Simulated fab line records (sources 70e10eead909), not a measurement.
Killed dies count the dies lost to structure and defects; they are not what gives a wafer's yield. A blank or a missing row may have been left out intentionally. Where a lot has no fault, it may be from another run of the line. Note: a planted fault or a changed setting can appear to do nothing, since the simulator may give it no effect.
Which tool is to blame? / flow nand harc / Sampling: 7 lots, 20 wafers, 4 of 1302 route steps

WHAT THE GAUGES READ, wafer by wafer
NHARC_END_SORT_01.
lot=L189; measured=day 27 15:38; on=prober-02; killed at array=138 35

WHICH TOOL RAN EACH LOT (tool, then ch and the chambers of the sampled wafers, then the start)
lot=L183; NHARC_A_CONTACT_DEP_58=pecvd-01 ch 1,2, day 22 16:01; NHARC_THIN_TSV_STRIP_45=plasma asher-01 ch 0,1, day 24 13:35; NHARC_THIN_TSV_ETCHBACK_48=rie diel-03 ch 0,1,3, day 24 14:51
lot=L184; NHARC_A_CONTACT_DEP_58=pecvd-01 ch 0,1,2, day 22 19:52; NHARC_THIN_TSV_STRIP_45=plasma asher-01 ch 0,1, day 24 20:14; NHARC_THIN_TSV_ETCHBACK_48=rie diel-13 ch 0,2, day 24 21:26
lot=L186; NHARC_A_CONTACT_DEP_58=pecvd-01 ch 0,1,2, day 24 01:09; NHARC_THIN_TSV_STRIP_45=plasma asher-02 ch 0,1, day 26 00:37; NHARC_THIN_TSV_ETCHBACK_48=rie diel-13 ch 1,3, day 26 01:49
lot=L189; NHARC_A_CONTACT_DEP_58=pecvd-01 ch 1, day 25 04:42; NHARC_THIN_TSV_STRIP_45=plasma asher-01 ch 0,1, day 27 02:52; NHARC_THIN_TSV_ETCHBACK_48=rie diel-13 ch 0, day 27 03:58
lot=L200; NHARC_A_CONTACT_DEP_58=pecvd-02 ch 0,1,2, day 29 07:48; NHARC_THIN_TSV_STRIP_45=plasma asher-02 ch 0,1, day 31 05:40; NHARC_THIN_TSV_ETCHBACK_48=rie diel-11 ch 1,2,3, day 31 06:56
lot=L201; NHARC_A_CONTACT_DEP_58=pecvd-02 ch 0,1,2, day 30 02:55; NHARC_THIN_TSV_STRIP_45=plasma asher-02 ch 0,1, day 32 04:43; NHARC_THIN_TSV_ETCHBACK_48=rie diel-11 ch 0,2,3, day 32 05:58
lot=L203; NHARC_A_CONTACT_DEP_58=pecvd-03 ch 0,1, day 30 16:31; NHARC_THIN_TSV_STRIP_45=plasma asher-01 ch 0,1, day 32 14:46; NHARC_THIN_TSV_ETCHBACK_48=rie diel-13 ch 1,2,3, day 32 15:59
- NHARC_A_CONTACT_DEP_58: deposits SiON, target thk 90 nm.
- NHARC_THIN_TSV_STRIP_45: strips in O2.
- NHARC_THIN_TSV_ETCHBACK_48: etches the open film in C4F8/Ar, target depth 1028.5 nm, time 405.17 s.

THE ANSWER, worked out from the rows above alone
Rule: what is usual is taken from the lots themselves. Put in order of their means at a reading, lots are off if they are a third of the lots or fewer, leave a main group of 4 or more, and stand apart from it by a gap of 3 or more times the standard deviation of the main group's means; of several such gaps the widest counts. The tables above print the reading to a certain number of digits; a main group whose means all agree to those digits is not used. A lot without any number at a reading at which 4 lots or more have one is off too. The other lots that the step has rows for count as sound.
No lot is off on any of the readings shown, so nothing can be concluded from this.

WHAT WAS PUT IN BY THE SIMULATOR
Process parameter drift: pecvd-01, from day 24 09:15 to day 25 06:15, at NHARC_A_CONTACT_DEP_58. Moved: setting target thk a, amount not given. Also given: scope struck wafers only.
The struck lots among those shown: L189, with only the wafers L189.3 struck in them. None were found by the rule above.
